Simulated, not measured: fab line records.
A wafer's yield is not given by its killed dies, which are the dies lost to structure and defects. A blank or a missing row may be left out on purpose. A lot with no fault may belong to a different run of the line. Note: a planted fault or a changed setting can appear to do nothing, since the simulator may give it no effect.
Matching of chambers | flow n5 finfet | ald sin-03 running N5_FIN_SAQP_ALD_61: 4 sister chambers
The step deposits SiO2, target thk 4 nm, pulse time 1 s, purge time 2 s. 14 wafers are shown with their chamber, then 7 later ones without.

## WAFERS WITH THEIR CHAMBER
wafer  | chamber | heater power w (W) | chamber pressure Torr (Torr) | precursor pulse height rel
L080.2 | 2       | 486                | 1.998                        | 0.989
L080.4 | 3       | 500                | 2.004                        | 1.008
L080.5 | 0       | 432                | 2.003                        | 0.962
L081.1 | 0       | 438                | 2.004                        | 1.011
L081.2 | 3       | 509                | 2.005                        | 0.996
L081.6 | 2       | 502                | 2.000                        | 1.039
L084.1 | 3       | 497                | 2.006                        | 0.991
L084.3 | 1       | 445                | 2.004                        | 1.014
L084.5 | 0       | 424                | 1.999                        | 1.011
L086.3 | 0       | 436                | 2.001                        | 1.025
L086.5 | 2       | 498                | 2.003                        | 0.966
L086.6 | 1       | 440                | 1.999                        | 0.997
L089.1 | 1       | 447                | 1.999                        | 1.011
L089.2 | 0       | 437                | 2.003                        | 1.010

SIGNATURES (means of the wafers above)
reading                    | chamber 0 | chamber 1 | chamber 2 | chamber 3 | scatter within a chamber
heater power w             | 433.40    | 444.00    | 495.33    | 502.00    | 6.11
chamber pressure Torr      | 2.00200   | 2.00067   | 2.00033   | 2.00500   | 0.00218
precursor pulse height rel | 1.00380   | 1.00733   | 0.99800   | 0.99833   | 0.0233
Rule: a wafer lies at a distance from a chamber equal to the root of the sum of squares, over the readings, of (its reading less the chamber's mean, divided by the reading's scatter). If the next closest chamber is less than 2 further off than the closest, the wafer can't be placed; otherwise it belongs to the closest. The scatter: the root of (the sum of the squares of (reading less its chamber's mean) over the shown wafers, divided by (wafers less chambers)).

## WAFERS MISSING THEIR CHAMBER
wafer  | heater power w (W) | chamber pressure Torr (Torr) | precursor pulse height rel
L089.5 | 478                | 1.996                        | 0.987
L094.1 | 427                | 2.000                        | 0.991
L094.3 | 498                | 1.997                        | 0.937
L094.4 | 487                | 1.989                        | 0.995
L096.1 | 484                | 2.003                        | 0.995
L096.5 | 438                | 2.000                        | 0.984
L096.6 | 461                | 1.994                        | 0.997

## CHAMBER TAKEN BY EACH
wafer  | from the rows above     | in truth
L089.5 | 2                       | 2
L094.1 | can't be placed: 0 or 1 | 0
L094.3 | can't be placed: 2 or 3 | 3
L094.4 | 2                       | 2
L096.1 | can't be placed: 2 or 3 | 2
L096.5 | can't be placed: 1 or 0 | 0
L096.6 | can't be placed: 1 or 0 | 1
Correct placement for 2 of the 7. These rows do not allow placing 5 (true chamber among the candidates in 5). Wrongly placed: 0.
